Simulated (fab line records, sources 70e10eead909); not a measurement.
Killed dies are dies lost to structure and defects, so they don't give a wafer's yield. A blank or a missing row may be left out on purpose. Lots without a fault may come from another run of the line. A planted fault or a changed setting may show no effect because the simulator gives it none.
Problem report in the 8D (eight disciplines) form, filled by code | flow nand_harc | the parts of the form that need people (team, actions taken, sign-off) are left out

1. THE PROBLEM
cd_nm at NHARC_P_M1_CD_MEAS_09 reads a mean of 166.5 nm on 6 wafers of 2 lots; wafers without a fault read 130.0 nm with a standard deviation of 0.68. That is +54 standard deviations from the usual mean.
The step: target cd 130 nm.
First seen on wafer L664.1, day 12 07:53, on cd_sem-03. The record holds 42 wafers of 14 lots with a number at this step. Rule for "out", or "out of limits": more than 4 standard deviations from the usual mean. The other wafers with a number count as sound.

2. WHAT IT IS AND WHAT IT IS NOT
question                    | is                     | is not
which readings at this step | cd_nm                  | -
which lots                  | L664, L665             | L649, L651, L652, L653, L654, L655, L656, L658, L659, L661, L663, L667
which wafers of those lots  | all that have a number | -
read on which gauges        | cd_sem-02, cd_sem-03   | cd_sem-01
when                        | from day 12 07:53      | up to then (30 sound wafers); but 6 sound wafers of L663, L667 came after

3. SUSPECTS, AND WHAT RULES EACH OUT
Counting: a tool at a process step up to the reading stays a suspect if it ran every lot that is out and no sound lot after the first of them.
- the gauge at NHARC_P_M1_CD_MEAS_09: ruled out. The wafers that are out were read on 2 gauges (cd_sem-02, cd_sem-03).
- litho_track-01 at NHARC_P_M1_PEB_07 (peb time 65 s): kept. It ran every lot that is out, first L664 (day 12 07:49), and no sound lot after that; its last sound lot up to then is L661 (day 11 03:49). Its own readings are out on those wafers: heater_power_total_W, plate_temp_C.
Left after counting: litho_track-01 at NHARC_P_M1_PEB_07.

4. THE CAUSE (what the simulator had put in)
Process parameter drift: litho_track-01, from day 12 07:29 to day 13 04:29, at NHARC_P_M1_PEB_07. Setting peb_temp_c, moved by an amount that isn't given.
Counting left only this tool.

5. THE CHAIN OF EFFECTS, in route order
Each row: a reading whose mean over the struck wafers that have a number lies more than 3 standard deviations from the usual. Only readings for which the record gives a usual standard deviation are gone through. hours: the time from each lot's start at the first step in this table that gives one to its start at this step, as a median over the lots. sigmas: the change in usual standard deviations.
hours | step                  | reading              | usual    | on struck wafers | change | sigmas
0     | NHARC_P_M1_PEB_07     | heater_power_total_W | 156.6 W  | 187.2            | +30.6  | +76
0     | NHARC_P_M1_PEB_07     | plate_temp_C         | 100.03 C | 114.06           | +14.03 | +99 or more
0     | NHARC_P_M1_CD_MEAS_09 | cd_nm                | 130.0 nm | 166.5            | +36.5  | +54
The process steps in it:
- NHARC_P_M1_PEB_07: peb time 65 s.

6. WHAT WOULD HAVE CAUGHT IT SOONER
In this record the first reading out of limits at a measuring or inspecting step was taken at day 12 07:53, 0 hours after the fault began at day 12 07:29.
The tool's own readings at NHARC_P_M1_PEB_07 were out on every struck wafer that the step has a row for (heater_power_total_W, plate_temp_C): an alarm limit on them would have fired on the first of those.
Of the lots that are out (2), L665 began NHARC_P_M1_PEB_07 on litho_track-01 after day 12 07:53. A hold on the tool at that time would have spared it.
